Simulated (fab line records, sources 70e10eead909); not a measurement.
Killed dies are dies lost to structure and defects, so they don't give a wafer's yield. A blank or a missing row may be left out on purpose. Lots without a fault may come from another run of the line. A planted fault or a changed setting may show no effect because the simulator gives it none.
fab line records | flow nand_harc
record lots=13 wafers=39 last_day=22
route steps=1159 shown P_M1@306 P_M2@326 END@1159
lots that met no fault: from a run of the same line without faults
start_h: hours from the record's first day to the start of the lot's first wafer shown | wait_h: hours since the lot's step before | " the same as in the row above | L1.1+2: a row that stands for several wafers | - no value, or no start given | * or withheld: withheld | < > ~ a bound
route shown NAME@n: a module of which the file shows steps, and the number in the route of the first | usual: mean/standard deviation of fault-free wafers | same: alike in all rows | chamber/n: place in a boat | sites: the reading at each site | _std_site: their standard deviation | _edge_site: outer sites' mean less inner sites' | radius_mm: how far each site lies from the wafer's centre | mask NAME#n: copy n | behind: the tool/chamber that last shaped the wafer | hold: why the lot was held/for how many hours/how that ended | device: the transistor (n, p or np) that didn't switch | end of line: the same wafers' tests at the end of the route | a step without rows: its recipe alone | killed: dies lost to structure and defects at the first sort, not the wafer's yield | map: a wafer's dies, x killed, . not, _ none there
set.NAME: the setting as run; set.NAME@STEP: as run at that earlier step | model.NAME: the simulator's own value behind a step, which no gauge read
steps of the route over a sample of lots; a table a step, a row a wafer
services: from which hour (start_h, from the record's first day; less than 0 if before it) a tool's chamber was out of use, for how many hours, and why
## steps
# step NHARC_P_M1_PRE_CLEAN_30
# recipe time_s=30 temp_c=280 gas=H2/He
# usual heater_power_w=399/31
# same time_s=30
# columns lot.wafer tool chamber start_h wait_h heater_power_w
L422.1 pvd_sputter-02 - - - 375
L422.2 " - " " 419
L422.5 " - " " 381
L423.3 pvd_sputter-01 - - - 457
L423.1 " - " " 439
L423.6 " - " " 421
L424.2 pvd_sputter-02 - - - 382
L424.3 " - " " 375
L424.5 " - " " 434
L428.1 pvd_sputter-02 - - - 415
L428.4 " - " " 380
L428.6 " - " " 370
L429.1 pvd_sputter-02 - - - 385
L429.5 " - " " 366
L429.6 " - " " 404
L431.4 pvd_sputter-02 - - - 417
L431.1 " - " " 374
L431.3 " - " " 380
L432.1 pvd_sputter-02 - - - 438
L432.3 " - " " 378
L432.2 " - " " 376
L433.3 pvd_sputter-03 - - - 365
L433.1 " - " " 390
L433.6 " - " " 360
L436.1 pvd_sputter-03 - - - 383
L436.3 " - " " 360
L436.5 " - " " 382
L435.4 pvd_sputter-01 - - - 427
L435.5 " - " " 430
L435.6 " - " " 477
L438.4 pvd_sputter-03 - - - 391
L438.3 " - " " 361
L438.1 " - " " 374
L444.3 pvd_sputter-03 - - - 382
L444.4 " - " " 361
L444.6 " - " " 373
L445.3 pvd_sputter-01 - - - 472
L445.6 " - " " 424
L445.5 " - " " 379
# step NHARC_P_M1_THK_MEAS_24
# recipe thk_meas_gauge=xrf
# usual thk_nm=157.2/1.4
# columns lot.wafer tool chamber start_h wait_h thk_nm
L422.1 film_metro-01 - 132.54 - 158.0
L422.2 " - " " 160.1
L422.5 " - " " 158.8
L423.1 film_metro-01 - 136.05 - 157.9
L423.3 " - " " 154.9
L423.6 " - " " 154.7
L424.2 film_metro-02 - 147.15 - 158.4
L424.3 " - " " 156.8
L424.5 " - " " 154.7
L428.1 film_metro-02 - 158.81 - 156.8
L428.4 " - " " 160.2
L428.6 " - " " 159.4
L429.1 film_metro-01 - 164.27 - 157.8
L429.5 " - " " 155.3
L429.6 " - " " 157.4
L431.1 film_metro-02 - 178.81 - 161.3
L431.3 " - " " 157.1
L431.4 " - " " 156.6
L432.1 film_metro-01 - 179.70 - 158.1
L432.2 " - " " 156.6
L432.3 " - " " 156.3
L433.1 film_metro-02 - 192.50 - 156.8
L433.3 " - " " 157.5
L433.6 " - " " 159.9
L436.1 film_metro-02 - 204.30 - 158.7
L436.3 " - " " 156.4
L436.5 " - " " 155.8
L435.4 film_metro-02 - 204.93 - 159.0
L435.5 " - " " 156.3
L435.6 " - " " 158.6
L438.1 film_metro-02 - 222.12 - 155.7
L438.3 " - " " 157.0
L438.4 " - " " 155.5
L444.3 film_metro-02 - 248.06 - 156.9
L444.4 " - " " 157.4
L444.6 " - " " 155.9
L445.3 film_metro-01 - 263.62 - 155.1
L445.5 " - " " 157.6
L445.6 " - " " 156.7
# step NHARC_P_M1_DEP_33
# recipe target_thk_a=300 temp_c=370 target_thk_nm=30 pressure_torr=3 flow_sccm=200 rf_w=450 material=SiCN
# usual heater_power_w=605/86
# columns lot.wafer tool chamber start_h wait_h heater_power_w
L422.2 pecvd-01 0 132.96 0.1 443
L422.1 " 1 " " 641
L422.5 " 1 " " 666
L423.3 pecvd-03 2 136.42 0.1 658
L423.1 " 0 " " 513
L423.6 " 2 " " 645
L424.3 pecvd-03 0 147.45 0.1 630
L424.2 " 2 " " 597
L424.5 " 1 " " 647
L428.1 pecvd-01 0 159.38 0.1 438
L428.4 " 0 " " 448
L428.6 " 0 " " 425
L429.1 pecvd-01 0 164.68 0.1 473
L429.5 " 1 " " 672
L429.6 " 0 " " 469
L431.1 pecvd-03 2 179.11 0.1 651
L431.3 " 1 " " 694
L431.4 " 2 " " 656
L432.2 pecvd-01 2 180.00 0.1 724
L432.1 " 0 " " 470
L432.3 " 1 " " 673
L433.3 pecvd-01 0 192.84 0.1 388
L433.1 " 1 " " 603
L433.6 " 2 " " 690
L436.3 pecvd-03 2 204.65 0.1 724
L436.1 " 0 " " 625
L436.5 " 0 " " 632
L435.4 pecvd-01 0 205.68 0.2 398
L435.6 " 1 " " 629
L435.5 " 2 " " 705
L438.1 pecvd-01 2 222.43 0.1 684
L438.3 " 1 " " 577
L438.4 " 0 " " 480
L444.3 pecvd-03 0 248.38 0.1 633
L444.6 " 0 " " 647
L444.4 " 2 " " 604
L445.3 pecvd-01 2 263.92 0.1 669
L445.5 " 0 " " 476
L445.6 " 1 " " 638
# step NHARC_P_M2_PEB_07
# recipe peb_temp_c=100 peb_time_s=65
# usual chill_plate_temp_C=23.00/0.11 exhaust_pa=45.0/0.92 heater_power_total_W=156.6/0.42 plate_temp_C=100.00/0.13
# columns lot.wafer tool chamber start_h wait_h chill_plate_temp_C exhaust_pa heater_power_total_W plate_temp_C
L422.1 litho_track-01 0 134.38 0.1 22.87 44.5 157.1 100.09
L422.2 " 0 " " 23.09 43.6 156.8 100.13
L422.5 " 0 " " 22.81 45.9 157.1 99.99
L423.1 litho_track-04 0 137.53 0.1 22.94 44.8 156.9 99.90
L423.3 " 0 " " 23.01 45.5 157.1 99.94
L423.6 " 0 " " 22.96 44.5 157.1 100.03
L424.2 litho_track-01 0 148.64 0.1 22.93 44.5 157.2 99.77
L424.3 " 0 " " 23.13 44.9 156.1 99.83
L424.5 " 0 " " 23.02 44.3 156.0 100.03
L428.1 litho_track-01 0 160.63 0.1 23.04 45.2 157.1 100.26
L428.4 " 0 " " 22.77 44.3 157.2 99.91
L428.6 " 0 " " 22.93 45.2 156.9 100.03
L429.1 litho_track-01 0 165.91 0.1 22.98 44.6 157.1 100.06
L429.5 " 0 " " 22.95 44.2 157.1 100.00
L429.6 " 0 " " 22.98 44.2 156.6 100.02
L431.1 litho_track-01 0 180.28 0.1 23.14 45.2 156.4 99.89
L431.3 " 0 " " 23.07 45.7 157.2 100.07
L431.4 " 0 " " 23.03 46.0 156.8 100.16
L432.1 litho_track-06 0 181.18 0.1 22.97 44.4 156.7 99.95
L432.2 " 0 " " 22.92 44.9 156.8 100.26
L432.3 " 0 " " 22.83 43.7 156.0 100.15
L433.1 litho_track-06 0 193.95 0.1 22.82 45.1 156.3 100.04
L433.3 " 0 " " 22.92 45.7 156.2 100.03
L433.6 " 0 " " 22.96 46.4 156.8 100.06
L436.1 litho_track-04 0 205.78 0.1 23.20 45.4 156.2 99.64
L436.3 " 0 " " 23.01 45.2 155.9 99.88
L436.5 " 0 " " 23.26 44.9 156.1 99.90
L435.4 litho_track-04 0 206.71 0.1 23.16 44.7 156.3 100.11
L435.5 " 0 " " 23.13 45.2 157.1 100.02
L435.6 " 0 " " 22.96 44.6 157.1 100.24
L438.1 litho_track-06 0 223.61 0.1 23.12 43.8 156.2 100.09
L438.3 " 0 " " 23.25 44.0 156.8 100.00
L438.4 " 0 " " 23.05 43.9 156.9 100.30
L444.3 litho_track-01 0 249.53 0.0 23.12 44.3 187.7 114.11
L444.4 " 0 " " 23.03 44.0 187.2 114.05
L444.6 " 0 " " 22.96 43.5 187.2 114.07
L445.3 litho_track-01 0 265.07 0.0 23.08 43.2 187.2 114.17
L445.5 " 0 " " 22.99 44.4 187.6 113.99
L445.6 " 0 " " 23.06 44.7 187.2 114.27
# step NHARC_P_M2_CD_MEAS_09
# recipe target_cd_nm=170 landing_energy_ev=500
# usual cd_nm=170.0/0.6
# same landing_energy_ev=500
# columns lot.wafer tool chamber start_h wait_h hold cd_nm
L422.1 cd_sem-03 0 134.46 - - 170.0
L422.2 " 0 " " - 170.0
L422.5 " 0 " " - 169.2
L423.1 cd_sem-02 0 137.60 - - 169.3
L423.3 " 0 " " - 169.5
L423.6 " 0 " " - 170.5
L424.2 cd_sem-03 0 148.72 - - 170.2
L424.3 " 0 " " - 169.9
L424.5 " 0 " " - 169.1
L428.1 cd_sem-01 0 160.71 - - 170.5
L428.4 " 0 " " - 170.1
L428.6 " 0 " " - 170.3
L429.1 cd_sem-01 0 165.99 - - 169.5
L429.5 " 0 " " - 170.7
L429.6 " 0 " " - 170.4
L431.1 cd_sem-02 0 180.36 - - 169.5
L431.3 " 0 " " - 170.1
L431.4 " 0 " " - 169.5
L432.1 cd_sem-03 0 181.26 - - 170.1
L432.2 " 0 " " - 170.7
L432.3 " 0 " " - 171.5
L433.1 cd_sem-01 0 194.03 - - 170.2
L433.3 " 0 " " - 170.6
L433.6 " 0 " " - 170.2
L436.1 cd_sem-01 0 205.86 - - 171.1
L436.3 " 0 " " - 171.3
L436.5 " 0 " " - 170.1
L435.4 cd_sem-03 0 206.79 - - 170.6
L435.5 " 0 " " - 169.6
L435.6 " 0 " " - 169.4
L438.1 cd_sem-03 0 223.68 - - 169.3
L438.3 " 0 " " - 169.1
L438.4 " 0 " " - 170.3
L444.3 cd_sem-01 0 249.61 - await_dispo/0.2h/release 205.7
L444.4 " 0 " " await_dispo/0.2h/release 205.8
L444.6 " 0 " " await_dispo/0.2h/release 205.2
L444.3 cd_sem-01 0 - - - 205.4
L444.4 " 0 " " - 206.2
L444.6 " 0 " " - 205.1
L445.3 cd_sem-03 0 265.15 - await_dispo/0.2h/release 206.4
L445.5 " 0 " " await_dispo/0.2h/release 205.4
L445.6 " 0 " " await_dispo/0.2h/release 206.0
L445.3 cd_sem-03 0 - - - 206.2
L445.5 " 0 " " - 205.2
L445.6 " 0 " " - 205.7
# step NHARC_END_SORT_01
# recipe temp_c=25
# usual defect_limited_yield=95.2/1.6 killed_at_array=29/11 killed_at_other=0.6/0.75 killed_at_periphery=3.1/2.1 killed_dies=32/11 killed_open=3.0/1.8 killed_short=1.8/1.3 sort_bin_2_pct=1.5/0.7 sort_bin_3_pct=0.26/0.22 sort_bin_4_pct=3.0/1 sort_n_pass=645/11 sort_rim_yield_pct=94.9/3 sort_yield_pct=95.2/1.6
# same gross_dies=677 sort_bin_5_pct[%]=0 sort_bin_6_pct[%]=0 sort_bin_7_pct[%]=0 sort_bin_8_pct[%]=0 sort_rim_n_gross=106.00
# columns lot.wafer tool chamber start_h wait_h defect_limited_yield[%] killed_at_array killed_at_other killed_at_periphery killed_dies killed_open killed_short sort_bin_2_pct[%] sort_bin_3_pct[%] sort_bin_4_pct[%] sort_n_pass sort_rim_yield_pct[%] sort_yield_pct[%]
L429.1 prober-01 0 474.64 2.5 96.6 19 0 4 23 6 1 1.6 0 1.8 654 95.3 96.6
L429.5 prober-01 0 477.89 3.8 94.7 34 0 2 36 4 1 0.9 0.44 4.0 641 95.3 94.7
L429.6 prober-01 0 478.70 4.1 94.4 32 0 6 38 3 2 1.3 0.59 3.7 639 94.3 94.4
L431.1 prober-01 0 489.79 2.5 92.9 45 0 3 48 2 2 1.6 0.59 4.9 629 90.6 92.9
L431.3 prober-01 0 491.37 3.1 95.1 31 1 1 33 2 2 1.2 0.30 3.4 644 93.4 95.1
L431.4 prober-01 0 492.16 3.4 94.5 37 0 0 37 2 1 1.9 0 3.5 640 93.4 94.5
L433.1 prober-01 0 498.51 2.5 96.0 27 0 0 27 1 1 0.9 0.15 3.0 650 97.2 96.0
L433.3 prober-01 0 500.12 3.1 95.1 31 0 2 33 3 0 1.5 0.15 3.2 644 98.1 95.1
L433.6 prober-01 0 502.54 4.0 96.0 26 1 0 27 0 1 1.3 0.15 2.5 650 96.2 96.0
L432.1 prober-02 0 498.57 2.5 96.5 19 1 4 24 0 1 0.9 0.30 2.4 653 98.1 96.5
L432.2 prober-02 0 499.37 2.8 96.2 22 0 4 26 1 2 0.7 0.15 3.0 651 95.3 96.2
L432.3 prober-02 0 500.17 3.1 96.2 21 0 5 26 6 2 1.0 0 2.8 651 97.2 96.2
L436.1 prober-01 0 514.83 2.5 94.5 33 3 1 37 2 3 1.5 0.44 3.5 640 88.7 94.5
L436.3 prober-01 0 516.42 3.1 95.1 29 3 1 33 3 1 1.8 0.30 2.8 644 93.4 95.1
L436.5 prober-01 0 518.02 3.7 94.2 35 2 2 39 5 1 1.9 0 3.8 638 92.5 94.2
L435.4 prober-01 0 525.03 3.4 95.3 26 1 5 32 4 3 1.6 0.44 2.7 645 92.5 95.3
L435.5 prober-01 0 525.83 3.7 95.6 24 2 4 30 6 2 1.9 0.30 2.2 647 94.3 95.6
L435.6 prober-01 0 526.63 4.0 96.0 24 1 2 27 3 3 1.5 0 2.5 650 93.4 96.0
# killed by level:class
L429.1 A_SLIT:chamber_film_flake=9 A_CHANNEL_HOLE_D1:chamber_film_flake=4 A_STAIRCASE:chamber_film_flake=2 P_STI:geometric_particle:open=1 P_GATE:geometric_particle:open=1 P_CONTACT:geometric_particle:short=1 P_CONTACT:geometric_particle:open=1 A_ONON_D1:geometric_particle:open=1
L429.5 A_CHANNEL_HOLE_D1:chamber_film_flake=14 A_SLIT:chamber_film_flake=9 A_CHANNEL_FILL_D1:geometric_particle:open=3 A_CONTACT:chamber_film_flake=3 A_CHANNEL_FILL_D1:chamber_film_flake=2 A_WL_FILL:chamber_film_flake=2 P_GATE:geometric_particle:short=1 A_ONON_D1:geometric_particle:open=1
L429.6 A_SLIT:chamber_film_flake=14 A_CHANNEL_HOLE_D1:chamber_film_flake=10 P_STI:chamber_film_flake=3 A_CONTACT:chamber_film_flake=2 P_CONTACT:geometric_particle:open=1 A_SLIT:geometric_particle:short=1 A_CONTACT:geometric_particle:open=1 A_BLC:geometric_particle:open=1
L431.1 A_CHANNEL_HOLE_D1:chamber_film_flake=17 A_SLIT:chamber_film_flake=14 A_CONTACT:chamber_film_flake=5 A_WL_FILL:chamber_film_flake=3 P_GATE:chamber_film_flake=2 A_CHANNEL_FILL_D1:geometric_particle:open=1 A_STAIRCASE:geometric_particle:short=1 A_WL_FILL:geometric_particle:open=1
L431.3 A_CHANNEL_HOLE_D1:chamber_film_flake=13 A_SLIT:chamber_film_flake=11 A_ONON_D1:geometric_particle:short=1 A_ONON_D1:geometric_particle:open=1 A_WL_FILL:geometric_particle:short=1 A_M0:geometric_particle:open=1 P_GATE:chamber_film_flake=1 A_CHANNEL_FILL_D1:chamber_film_flake=1
L431.4 A_SLIT:chamber_film_flake=14 A_CHANNEL_HOLE_D1:chamber_film_flake=13 A_CONTACT:chamber_film_flake=4 A_CHANNEL_FILL_D1:chamber_film_flake=2 A_ONON_D1:geometric_particle:short=1 A_ONON_D1:geometric_particle:open=1 A_CHANNEL_FILL_D1:geometric_particle:open=1 A_WL_FILL:chamber_film_flake=1
L433.1 A_SLIT:chamber_film_flake=15 A_CHANNEL_HOLE_D1:chamber_film_flake=6 A_CONTACT:chamber_film_flake=3 A_WL_FILL:geometric_particle:short=1 A_M1:geometric_particle:open=1 A_STAIRCASE:chamber_film_flake=1
L432.1 A_SLIT:chamber_film_flake=13 A_CHANNEL_HOLE_D1:chamber_film_flake=3 P_STI:chamber_film_flake=2 A_CHANNEL_FILL_D1:geometric_particle:short=1 P_ZERO_WELL:chamber_film_flake=1 P_M1:chamber_film_flake=1 A_CHANNEL_FILL_D1:chamber_film_flake=1 A_M1:chamber_film_flake=1
L432.2 A_CHANNEL_HOLE_D1:chamber_film_flake=8 A_SLIT:chamber_film_flake=8 P_CONTACT:chamber_film_flake=2 A_STAIRCASE:chamber_film_flake=2 A_CHANNEL_FILL_D1:geometric_particle:open=1 A_CHANNEL_FILL_D1:geometric_particle:short=1 A_CONTACT:geometric_particle:short=1 P_STI:chamber_film_flake=1
L433.3 A_SLIT:chamber_film_flake=16 A_CONTACT:chamber_film_flake=6 A_CHANNEL_HOLE_D1:chamber_film_flake=4 A_STAIRCASE:chamber_film_flake=3 A_M0:geometric_particle:open=2 P_CONTACT:geometric_particle:open=1 P_BONDPAD:chamber_film_flake=1
L432.3 A_SLIT:chamber_film_flake=10 A_CHANNEL_HOLE_D1:chamber_film_flake=4 A_M0:geometric_particle:open=2 P_GATE:geometric_particle:open=1 P_CONTACT:geometric_particle:open=1 A_CHANNEL_FILL_D1:geometric_particle:short=1 A_SGD_CUT:geometric_particle:short=1 A_SGD_CUT:geometric_particle:open=1
L433.6 A_SLIT:chamber_film_flake=11 A_CONTACT:chamber_film_flake=6 A_CHANNEL_HOLE_D1:chamber_film_flake=5 A_M1:geometric_particle:short=1 A_ZERO_WELL:chamber_film_flake=1 A_CHANNEL_FILL_D1:chamber_film_flake=1 A_STAIRCASE:chamber_film_flake=1 THIN_TSV:chamber_film_flake=1
L436.1 A_CHANNEL_HOLE_D1:chamber_film_flake=16 A_SLIT:chamber_film_flake=5 A_STAIRCASE:chamber_film_flake=4 THIN_TSV:chamber_film_flake=3 A_M0:geometric_particle:short=2 A_CONTACT:chamber_film_flake=2 P_M0:geometric_particle:open=1 A_WL_FILL:geometric_particle:short=1
L436.3 A_CHANNEL_HOLE_D1:chamber_film_flake=16 A_SLIT:chamber_film_flake=7 THIN_TSV:chamber_film_flake=3 A_STAIRCASE:chamber_film_flake=2 P_CONTACT:geometric_particle:open=1 A_SGD_CUT:geometric_particle:open=1 A_SGD_CUT:geometric_particle:short=1 A_WL_FILL:geometric_particle:open=1
L436.5 A_CHANNEL_HOLE_D1:chamber_film_flake=16 A_SLIT:chamber_film_flake=7 A_STAIRCASE:chamber_film_flake=5 A_CONTACT:geometric_particle:open=2 THIN_TSV:chamber_film_flake=2 P_M0:geometric_particle:short=1 A_ONON_D1:geometric_particle:open=1 A_CHANNEL_HOLE_D1:geometric_particle:open=1
L435.4 A_CHANNEL_HOLE_D1:chamber_film_flake=12 A_CONTACT:chamber_film_flake=5 P_GATE:chamber_film_flake=3 A_WL_FILL:geometric_particle:short=2 P_BONDPAD:chamber_film_flake=2 A_STAIRCASE:chamber_film_flake=2 A_ONON_D1:geometric_particle:open=1 A_CHANNEL_FILL_D1:geometric_particle:open=1
L435.5 A_CHANNEL_HOLE_D1:chamber_film_flake=11 P_BONDPAD:chamber_film_flake=3 A_STAIRCASE:chamber_film_flake=3 A_CHANNEL_FILL_D1:geometric_particle:open=2 A_ONON_D1:geometric_particle:short=1 A_WL_FILL:geometric_particle:short=1 A_CONTACT:geometric_particle:open=1 A_BLC:geometric_particle:open=1
L435.6 A_CHANNEL_HOLE_D1:chamber_film_flake=12 A_CONTACT:chamber_film_flake=4 A_STAIRCASE:chamber_film_flake=2 P_STI:geometric_particle:open=1 A_SOURCE_PLATE:geometric_particle:open=1 A_ONON_D1:geometric_particle:short=1 A_CHANNEL_HOLE_D1:geometric_particle:short=1 A_WL_FILL:geometric_particle:short=1
## services
# columns tool chamber start_h hours kind
pecvd-03 - 111.27 13.0 pm
pecvd-03 0 111.27 13.0 vent_cycle
pecvd-03 1 111.27 13.0 vent_cycle
litho_track-06 - 117.00 7.0 pm
pecvd-01 2 124.68 12.8 repair
pecvd-01 2 137.55 13.5 repair
litho_track-04 - 141.00 7.0 pm
pvd_sputter-02 - 149.12 3.9 repair
litho_track-01 - 154.37 - consumable_replace:filter
pecvd-01 2 157.18 8.7 repair
pvd_sputter-01 - 158.00 10.0 pm
pvd_sputter-03 - 158.16 9.6 repair
pecvd-01 - 167.42 7.7 repair
pvd_sputter-01 - 193.70 1.8 repair
pvd_sputter-03 - 212.05 2.9 repair
pvd_sputter-02 - 215.38 10.0 pm
pecvd-01 - 237.16 13.0 pm
pecvd-01 0 237.16 13.0 vent_cycle
pecvd-01 1 237.16 13.0 vent_cycle
pecvd-01 2 237.16 13.0 vent_cycle
pvd_sputter-01 - 244.65 1.8 repair
pecvd-01 0 250.16 - clean
pecvd-01 1 250.16 - clean
pecvd-01 2 250.16 - clean
## key
first_sign step=NHARC_P_M2_PEB_07 reading=plate_temp_C direction=up sigmas=99+ usual=* struck=*
effect step=NHARC_P_M2_PEB_07 reading=heater_power_total_W direction=up sigmas=74 usual=* struck=*
effect step=NHARC_P_M2_CD_MEAS_09 reading=visit direction=added
effect step=NHARC_P_M2_CD_MEAS_09 reading=cd_nm direction=up sigmas=59 usual=170.0 struck=205.7
met_at NHARC_P_M2_PEB_07
struck_lots L444,L445
scrapped_behind NHARC_P_M2_CD_MEAS_09 L444.3,L444.4,L444.6,L445.3,L445.5,L445.6
not_acting_at NHARC_P_M1_PRE_CLEAN_30,NHARC_P_M1_THK_MEAS_24,NHARC_P_M1_DEP_33
onset_between 180.28 249.53
fault kind=process_parameter_drift tool=litho_track-01 chamber=- onset_h=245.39 steps=NHARC_P_M2_PEB_07 channel=peb_temp_c offset=* shape=step end_h=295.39 acts_in=* stated=*
